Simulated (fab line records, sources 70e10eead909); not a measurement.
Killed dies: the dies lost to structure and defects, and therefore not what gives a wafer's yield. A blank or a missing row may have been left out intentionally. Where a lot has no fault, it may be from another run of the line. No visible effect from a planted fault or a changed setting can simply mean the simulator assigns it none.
What tool caused it? -- flow nand harc -- 39 wafers from 13 lots sampled at 2 of the route's 1159 steps

== WHAT EACH GAUGE READ, for each wafer ==
NHARC_A_SLIT_CD_MEAS_09: the cd target is 300 nm. Usual: cd nm 299.8 nm, standard deviation 0.44.
lot,measured,on,cd nm (nm),flag
L224,day 14 18:59,cd sem-01,299.6 299.5 300.1,
L226,day 15 00:05,cd sem-01,299.8 299.4 299.7,
L225,day 15 00:14,cd sem-03,300.0 299.7 300.3,
L223,day 15 00:24,cd sem-03,300.6 300.7 300.5,
L231,day 15 23:18,cd sem-03,300.3 299.5 300.5,
L230,day 16 01:22,cd sem-01,299.7 299.7 299.4,
L232,day 16 21:07,cd sem-03,299.7 299.6 300.4,
L237,day 17 13:01,cd sem-03,300.1 299.7 299.9,
L239,day 18 20:42,cd sem-03,299.3 299.4 299.5,
L244,day 19 03:16,cd sem-02,300.4 300.2 300.0,
L245,day 19 06:07,cd sem-03,299.4 299.2 299.7,
L242,day 19 10:10,cd sem-02,300.1 300.1 299.7,
L246,day 20 01:32,cd sem-02,300.1 299.7 299.5,

NHARC_A_SLIT_CD_MEAS_21. Usual: cd nm 289.3 nm, standard deviation 0.78.
lot,measured,on,cd nm (nm),flag
L224,day 15 01:05,cd sem-02,290.0 289.7 289.2,
L226,day 15 03:40,cd sem-02,289.0 288.4 288.6,
L225,day 15 04:17,cd sem-01,288.9 289.8 289.3,
L223,day 15 05:20,cd sem-03,291.2 289.6 290.0,
L231,day 16 03:10,cd sem-03,287.5 288.5 288.0,
L230,day 16 04:59,cd sem-02,289.3 289.1 288.9,
L232,day 17 00:43,cd sem-01,288.0 288.4 288.7,
L237,day 17 17:29,cd sem-03,289.0 289.6 289.7,
L239,day 19 00:18,cd sem-03,289.9 289.7 289.9,
L244,day 19 07:20,cd sem-03,290.3 289.5 289.3,
L245,day 19 09:44,cd sem-02,288.9 289.9 289.5,
L242,day 19 13:44,cd sem-01,289.2 289.0 289.2,
L246,day 20 12:31,cd sem-01,288.3 288.1 287.5,

== WHAT TOOL EACH LOT RAN ON (gives the tool, then ch and the chambers of the sampled wafers, and finally the start) ==
The record shows no process step preceding these readings.

== WHAT THE TOOLS THEMSELVES READ (means of the sampled wafers that have a number; where no wafer has one, the mark that the record gives instead) ==
The record holds no such reading with a usual standard deviation.

== THE ANSWER, worked out from the rows above alone ==
Rule: take the mean of a lot's wafers that have a number; if it is more than 3 standard deviations from the usual mean, the lot is off. Also off: a lot with no number at a reading for which 4 or more lots have one. Any other lot the step has rows for is counted as sound. The gauges are gone through in route order, then the tools' own readings, and for those a lot's mean is taken as printed above. At the first step where some lot is off, the reading lying furthest off is the one used; lots without a number count as furthest.
Nothing can be told from this: no lot is off at any reading shown.

== WHAT WAS PUT IN BY THE SIMULATOR ==
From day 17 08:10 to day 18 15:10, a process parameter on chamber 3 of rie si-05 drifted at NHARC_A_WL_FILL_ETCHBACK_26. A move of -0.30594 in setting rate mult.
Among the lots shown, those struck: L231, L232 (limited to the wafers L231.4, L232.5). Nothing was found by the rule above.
